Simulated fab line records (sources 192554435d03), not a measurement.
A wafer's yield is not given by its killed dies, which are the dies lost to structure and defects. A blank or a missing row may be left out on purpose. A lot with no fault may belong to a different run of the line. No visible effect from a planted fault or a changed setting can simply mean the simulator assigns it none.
Lot-split experiment    flow n5_finfet    route with 1938 steps; 7 lots, 21 wafers read

THE SPLIT
At N5_BEOL_M15_COAT_56 (time 60 s, resist thk 550 nm), the setting spin_rpm was moved away from the recipe's 1500 rpm on 4 of the 21 wafers read, by +5.4% to +9.1%. All remaining wafers had this setting at the recipe value.

Reading taken at the split's own step.

THE READING
SOC_of_BEOL_M15_COAT_56.thk_nm (the simulator's own value, which no gauge read), in nm, at N5_BEOL_M15_COAT_56 (time 60 s, resist thk 550 nm). There is no usual value for it anywhere in the file. Across the 17 wafers here that went through the recipe, the average is 550.3 nm and the standard deviation 1 nm.

wafer   tool, chamber at the split  spin_rpm as run, rpm  against the recipe  SOC_of_BEOL_M15_COAT_56.thk_nm, nm  against lot-mates on the recipe
L076.1  litho_track-03, 0           1500                  recipe              548.8                               -
L076.4  litho_track-03, 0           1586                  +5.7%               534.4                               -14.2
L076.6  litho_track-03, 0           1500                  recipe              548.4                               -
L081.1  litho_track-04, 0           1500                  recipe              551.6                               -
L081.2  litho_track-04, 0           1581                  +5.4%               537                                 -14.6
L081.3  litho_track-04, 0           1581                  +5.4%               538.4                               -13.2
L083.1  litho_track-04, 0           1500                  recipe              551.2                               -
L083.5  litho_track-04, 0           1500                  recipe              551.2                               -
L083.4  litho_track-04, 0           1636                  +9.1%               528                                 -23.2
L088.1  litho_track-01, 0           1500                  recipe              550.2                               -
L088.2  litho_track-01, 0           1500                  recipe              549.8                               -
L088.3  litho_track-01, 0           1500                  recipe              550.8                               -
L089.3  litho_track-01, 0           1500                  recipe              549                                 -
L089.4  litho_track-01, 0           1500                  recipe              548.8                               -
L089.6  litho_track-01, 0           1500                  recipe              549.6                               -
L096.1  litho_track-01, 0           1500                  recipe              551.4                               -
L096.4  litho_track-01, 0           1500                  recipe              550.6                               -
L096.6  litho_track-01, 0           1500                  recipe              551                                 -
L097.3  litho_track-04, 0           1500                  recipe              551.4                               -
L097.6  litho_track-04, 0           1500                  recipe              551.4                               -
L097.4  litho_track-04, 0           1500                  recipe              550.6                               -

FIT RESULTS
A straight line over all 21 wafers: SOC_of_BEOL_M15_COAT_56.thk_nm changes by -2.48 nm for each +1% of spin_rpm; r = -0.99; the points scatter about the line by 1.1 nm.
The same after taking each lot's own level away (the mean of its wafers on the recipe; 21 wafers): -2.55 nm for each +1%; r = -1.00; scatter 0.39 nm.
That fit puts the effect of the largest move of spin_rpm on the reading at 23 nm.
The span of the lots' own levels, 548.60 to 551.60 nm, comes to 2.9 times the standard deviation stated above.
The two slopes agree, so the slope changes little with the lot-to-lot level.
Check: with one of the wafers moved furthest among these (+9.1%) left out of the fit, the line predicts -23 nm for it against its lot-mates. Against them it came out at -23.2 nm.

THE OTHER SPLITS THESE WAFERS WENT THROUGH
Other splits were also applied to these wafers ahead of the reading. Each is held against what the fit with the lots' levels taken away leaves over:
other split on the same wafers  wafers away from the commonest value  r with SOC_of_BEOL_M15_COAT_56.thk_nm (lot level and that fit taken away)
N5_BEOL_M11_EXPOSE_25 dose_mj   3                                     +0.05
N5_BEOL_M11_DEP_56 time_s       6                                     -0.19
N5_BEOL_M13_COAT_65 spin_rpm    6                                     -0.05
N5_BEOL_M14_COAT_66 spin_rpm    10                                    +0.11
N5_BEOL_M14_DESCUM_33 time_s    5                                     +0.06

THE FILE'S OWN FIT
SOC_of_BEOL_M15_COAT_56.thk_nm changes by -2.54 nm for each +1% of spin_rpm, r = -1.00.
